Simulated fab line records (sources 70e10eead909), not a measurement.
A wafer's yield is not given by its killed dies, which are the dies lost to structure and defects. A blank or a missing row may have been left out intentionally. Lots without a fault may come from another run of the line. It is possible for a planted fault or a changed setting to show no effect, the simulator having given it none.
Matching of chambers || flow nand_harc || pecvd-04 running NHARC_A_SGD_CUT_DEP_00: 3 sister chambers
The step deposits SiNx, target thk 50 nm. 18 wafers are shown with their chamber, then 9 later ones without.

## EACH WAFER AND ITS CHAMBER
{"wafer": "L074.3", "chamber": 2, "heater_power_w (W)": 646}
{"wafer": "L074.5", "chamber": 0, "heater_power_w (W)": 768}
{"wafer": "L074.6", "chamber": 2, "heater_power_w (W)": 648}
{"wafer": "L077.1", "chamber": 0, "heater_power_w (W)": 813}
{"wafer": "L077.5", "chamber": 2, "heater_power_w (W)": 585}
{"wafer": "L077.6", "chamber": 1, "heater_power_w (W)": 569}
{"wafer": "L080.4", "chamber": 1, "heater_power_w (W)": 553}
{"wafer": "L080.5", "chamber": 0, "heater_power_w (W)": 790}
{"wafer": "L080.6", "chamber": 2, "heater_power_w (W)": 668}
{"wafer": "L083.3", "chamber": 2, "heater_power_w (W)": 554}
{"wafer": "L083.5", "chamber": 0, "heater_power_w (W)": 761}
{"wafer": "L083.6", "chamber": 2, "heater_power_w (W)": 553}
{"wafer": "L085.1", "chamber": 1, "heater_power_w (W)": 547}
{"wafer": "L085.4", "chamber": 2, "heater_power_w (W)": 560}
{"wafer": "L085.6", "chamber": 1, "heater_power_w (W)": 547}
{"wafer": "L086.1", "chamber": 2, "heater_power_w (W)": 568}
{"wafer": "L086.2", "chamber": 1, "heater_power_w (W)": 499}
{"wafer": "L086.6", "chamber": 0, "heater_power_w (W)": 838}

SIGNATURES (means of the wafers above)
{"reading": "heater_power_w", "chamber 0": 794.00, "chamber 1": 543.00, "chamber 2": 597.75, "scatter within a chamber": 39.2}
Rule: a wafer lies at a distance from a chamber equal to the root of the sum of squares, over the readings, of (its reading less the chamber's mean, divided by the reading's scatter). The wafer belongs to the nearest chamber; if the next one is less than 2 further off, it can't be placed. The scatter is the square root of a quotient: the sum, over the shown wafers, of each reading's squared deviation from its chamber's mean, divided by wafers minus chambers.

## WAFERS WHOSE CHAMBER IS MISSING
{"wafer": "L087.1", "heater_power_w (W)": 709}
{"wafer": "L087.3", "heater_power_w (W)": 484}
{"wafer": "L087.4", "heater_power_w (W)": 650}
{"wafer": "L089.2", "heater_power_w (W)": 515}
{"wafer": "L089.3", "heater_power_w (W)": 762}
{"wafer": "L089.6", "heater_power_w (W)": 529}
{"wafer": "L092.2", "heater_power_w (W)": 596}
{"wafer": "L092.3", "heater_power_w (W)": 826}
{"wafer": "L092.5", "heater_power_w (W)": 596}

## THE CHAMBER EACH PASSED THROUGH
{"wafer": "L087.1", "from the rows above": "can't be placed: 0 or 2", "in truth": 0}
{"wafer": "L087.3", "from the rows above": "can't be placed: 1 or 2", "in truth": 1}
{"wafer": "L087.4", "from the rows above": "can't be placed: 2 or 1", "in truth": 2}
{"wafer": "L089.2", "from the rows above": "can't be placed: 1 or 2", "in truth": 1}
{"wafer": "L089.3", "from the rows above": 0, "in truth": 0}
{"wafer": "L089.6", "from the rows above": "can't be placed: 1 or 2", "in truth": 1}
{"wafer": "L092.2", "from the rows above": "can't be placed: 2 or 1", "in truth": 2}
{"wafer": "L092.3", "from the rows above": 0, "in truth": 0}
{"wafer": "L092.5", "from the rows above": "can't be placed: 2 or 1", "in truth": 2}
Placed correctly: 2 of 9. Not placeable from these rows: 7 (in 7, the candidates include the true chamber). Placed wrongly: 0.
